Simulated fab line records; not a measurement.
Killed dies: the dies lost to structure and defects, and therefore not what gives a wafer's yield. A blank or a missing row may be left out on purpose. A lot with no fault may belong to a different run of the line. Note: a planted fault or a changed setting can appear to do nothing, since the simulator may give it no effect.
A lot that was struck, set against a sound lot    flow n5_finfet    42 steps out of a route of 1938
Sound: wafers L446.3, L446.5, L446.6. Struck: wafers L460.2, L460.5, L460.6. The cause is given at the end.
Per side, at each step with rows, come the tool, then ch with its chambers, and then its first start. Under that, the readings that differ: sound wafers    struck wafers    difference of the means    sigmas: that difference in standard deviations of wafers without a fault.
alike: same words and numbers on both sides, and readings whose means sit less than 2 such deviations apart. not compared: any withheld reading, any reading some wafer has no value for, any bound like >300 that may hide the same value, and any number with overlapping values for which the record gives no deviation.
A row with sigmas, a row that says differs or no value, or rows on one side alone: a step with any of these is where the two part. Numbers that have no deviation but don't overlap get no sigmas and don't part them. A reading missing from all wafers of one side parts the sides only when that side holds two or more wafers.

first, 2 steps without rows for these wafers: N5_BEOL_M5_STRIP_36 (strips in N2/H2); N5_BEOL_M5_TRENCH_ETCH_37 (etches SiCOH lowk in C4F6/O2, target depth 71.652 nm, time 24.7 s).
N5_BEOL_M5_ETCH_41: etches SiCN in CH3F/O2, target depth 31.5 nm, time 56.7 s.
  sound on rie_diel-04 ch 0,1; struck on rie_diel-05 ch 1,2,3
  alike: drypump_motor_current_A, oes_product_au, rf_vpp_V, showerhead_plenum_p_Torr, throttle_valve_pct
  not compared: rf_hours_counter_h
then, 1 step without rows for these wafers: N5_BEOL_M5_STRIP_91 (strips in N2/H2, time 10 s).
N5_BEOL_M5_OCD_MEAS_38:
  sound on ocd-01, day 8 08:02; struck on ocd-02, day 11 13:59
  alike: trench_depth_nm
then, 4 steps without rows for these wafers: N5_BEOL_M5_HM_STRIP_39 (strips TiN in peroxide tin strip, target depth 25 nm, time 158 s); N5_BEOL_M5_SRD_40 (time 30 s); N5_BEOL_M5_PRECLEAN_42 (cleans in residue remover, time 60 s); N5_BEOL_M5_SRD_43 (time 30 s).
N5_BEOL_M5_CD_MEAS_35: target cd 28 nm, target cd y 24 nm.
  sound on cd_sem-02, day 8 08:11; struck on cd_sem-01, day 11 14:08
  alike: cd_nm
then, 1 step without rows for these wafers: N5_BEOL_M5_CURE_80 (cures SiCOH lowk, time 120 s).
N5_BEOL_M5_DEGAS_44: time 60 s.
  sound on pvd_sputter-03, day 8 08:33; struck on pvd_sputter-03, day 11 15:44
  alike: heater_power_w
N5_BEOL_M5_PRE_CLEAN_45: time 30 s.
  sound on pvd_sputter-03, day 8 08:35; struck on pvd_sputter-03, day 11 15:46
  alike: heater_power_w
then, 6 steps without rows for these wafers: N5_BEOL_M5_ALD_86 (deposits TaN, pulse time 2 s, purge time 3 s, co reactant purge time 2 s); N5_BEOL_M5_SURFACE_TREAT_87; N5_BEOL_M5_CVD_47 (deposits Co from CCTBA/H2, target thk 3 nm, time 216 s); N5_BEOL_M5_SPUTTER_48 (material Cu, target thk 15 nm, time 27.62 s); N5_BEOL_M5_ANNEAL_49 (time 1800 s); N5_BEOL_M5_SPUTTER_81 (material Cu, target thk 15 nm, time 27.62 s).
N5_BEOL_M5_ANNEAL_82: time 1800 s.
  sound on pvd_sputter-01, day 8 10:34; struck on pvd_sputter-02, day 11 17:28
  alike: heater_power_w
then, 8 steps without rows for these wafers: N5_BEOL_M5_SPUTTER_83 (material Cu, target thk 15 nm, time 27.62 s); N5_BEOL_M5_ANNEAL_84 (time 1800 s); N5_BEOL_M5_SPUTTER_88 (material Cu, target thk 15 nm, time 27.62 s); N5_BEOL_M5_ANNEAL_89 (time 1800 s); N5_BEOL_M5_SPUTTER_90 (material Cu, target thk 4.5 nm, time 8.29 s); N5_BEOL_M5_ECD_50 (material Cu, target thk 300 nm); N5_BEOL_M5_ANNEAL_51 (time 90 s); N5_BEOL_M5_CMP_52 (polishes, stops on SiCOH lowk, t overpolish 6.9 s, target thk 62 nm).
N5_BEOL_M5_THK_MEAS_53: measures by xrf.
  sound on film_metro-02, day 8 14:32; struck on film_metro-01, day 11 21:26
  alike: M5_THK
then, 3 steps without rows for these wafers: N5_BEOL_M5_PRE_CLEAN_77 (time 15 s); N5_BEOL_M5_CO_CAP_78 (material Co, precursor CCTBA/H2, target thk 2 nm, time 102.1 s); N5_BEOL_M5_PRE_CLEAN_55 (time 15 s).
N5_BEOL_M5_DEP_56: deposits SiCN from 3MS/NH3, target thk 8 nm, time 14 s.
  sound on pecvd-01 ch 0,1,2, day 8 14:44; struck on pecvd-01 ch 0,2, day 11 21:39
  alike: showerhead_plenum_p_Torr, throttle_valve_pct
N5_BEOL_M5_RS_MEAS_57: the measuring method here is four-point-probe.
  sound on film_metro-01, day 8 14:49; struck on film_metro-02, day 11 21:43
  alike: M5_RS
N5_BEOL_M6_ILD_DEP_00: deposits SiCOH lowk from DEMS/porogen, target thk 179.75 nm, time 33.4 s.
  sound on pecvd-03 ch 0,1, day 8 14:52; struck on pecvd-02 ch 0,1,2, day 11 21:47
  alike: heater_power_w, showerhead_plenum_p_Torr, throttle_valve_pct
then, 1 step without rows for these wafers: N5_BEOL_M6_CURE_74 (cures SiCOH lowk, time 240 s).
N5_BEOL_M6_THK_MEAS_01:
  sound on film_metro-01, day 8 15:27; struck on film_metro-02, day 11 22:21
  alike: M6_ILD_THK
then, 4 steps without rows for these wafers: N5_BEOL_M6_PECVD_70 (deposits SiO2 from TEOS/O2, target thk 20 nm, time 22.7 s); N5_BEOL_M6_HM_DEP_02 (deposits TiN, target thk 20 nm); N5_BEOL_M6_COAT_59 (time 60 s, resist thk 100 nm); N5_BEOL_M6_COAT_60 (time 60 s, resist thk 35 nm).
-- here the record skips 4 days between the struck wafers' starts before and after, leaving off in module BEOL_M6 and picking up in module PASSIVATION (first step shown: number 1936 of the route) --
N5_PASSIVATION_PROBE_49:
  the record has rows for the struck wafers here (prober-01, day 15 17:07) and none for the sound ones

== WHERE THEY PART ==
Only at N5_PASSIVATION_PROBE_49, within this record.

WHY: what the simulator had put in
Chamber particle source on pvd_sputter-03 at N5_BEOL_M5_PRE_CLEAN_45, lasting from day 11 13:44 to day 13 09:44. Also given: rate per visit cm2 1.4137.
